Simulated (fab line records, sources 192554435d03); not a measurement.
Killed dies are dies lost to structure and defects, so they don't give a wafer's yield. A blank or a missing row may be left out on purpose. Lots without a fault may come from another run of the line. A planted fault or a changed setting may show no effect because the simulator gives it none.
Chamber matching | flow n5_finfet | N5_BEOL_M14_ETCH_67 on rie_diel-04: 4 sister chambers
The step etches SiARC in CF4, target depth 143 nm, time 238.3 s. 16 wafers are shown with their chamber, then 8 later ones without.

WAFERS WITH THEIR CHAMBER
wafer  | chamber | showerhead_plenum_p_Torr (Torr) | throttle_valve_pct (%) | etch_rf_on_time_s (s)
L078.3 | 2       | 2.10                            | 15.42                  | 247
L078.4 | 0       | 2.26                            | 15.69                  | 241
L078.6 | 1       | 2.20                            | 15.48                  | 235
L081.2 | 1       | 2.20                            | 15.49                  | 239
L081.4 | 0       | 2.26                            | 15.69                  | 243
L081.6 | 0       | 2.26                            | 15.70                  | 242
L086.2 | 0       | 2.26                            | 15.72                  | 238
L086.4 | 0       | 2.26                            | 15.73                  | 239
L086.6 | 2       | 2.09                            | 15.45                  | 247
L085.4 | 0       | 2.25                            | 15.74                  | 240
L085.5 | 1       | 2.19                            | 15.03                  | 234
L085.6 | 2       | 2.09                            | 15.47                  | 246
L094.1 | 1       | 2.19                            | 15.07                  | 238
L094.2 | 0       | 2.25                            | 15.78                  | 244
L094.3 | 3       | 2.09                            | 15.32                  | 245
L095.3 | 2       | 2.08                            | 15.51                  | 254

SIGNATURES (means of the wafers above)
reading                  | chamber 0 | chamber 1 | chamber 2 | chamber 3 | scatter within a chamber
showerhead_plenum_p_Torr | 2.2571    | 2.1950    | 2.0900    | 2.0900    | 0.00607
throttle_valve_pct       | 15.7214   | 15.2675   | 15.4625   | 15.3200   | 0.129
etch_rf_on_time_s        | 241.00    | 236.50    | 248.50    | 245.00    | 2.68
Rule: a wafer's distance from a chamber is the root of the sum, over the readings, of the square of ((its reading less the chamber's mean) divided by the reading's scatter). The wafer belongs to the nearest chamber; if the next one is less than 2 further off, it can't be placed. The scatter: the root of (the sum of the squares of (reading less its chamber's mean) over the shown wafers, divided by (wafers less chambers)).

WAFERS WITHOUT THEIR CHAMBER
wafer  | showerhead_plenum_p_Torr (Torr) | throttle_valve_pct (%) | etch_rf_on_time_s (s)
L095.5 | 2.18                            | 15.09                  | 237
L095.6 | 2.08                            | 15.52                  | 251
L096.2 | 2.09                            | 15.32                  | 243
L096.3 | 2.08                            | 15.52                  | 253
L096.5 | 2.08                            | 15.53                  | 251
L097.2 | 2.09                            | 15.34                  | 246
L097.4 | 2.24                            | 15.78                  | 243
L097.5 | 2.08                            | 15.53                  | 253

WHICH CHAMBER EACH WENT THROUGH
wafer  | from the rows above     | in truth
L095.5 | 1                       | 1
L095.6 | can't be placed: 2 or 3 | 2
L096.2 | can't be placed: 3 or 2 | 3
L096.3 | can't be placed: 2 or 3 | 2
L096.5 | can't be placed: 2 or 3 | 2
L097.2 | can't be placed: 3 or 2 | 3
L097.4 | 0                       | 0
L097.5 | can't be placed: 2 or 3 | 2
Placed correctly: 2 of 8. Can't be placed from these rows: 6 (the true chamber is among the candidates in 6). Placed wrongly: 0.
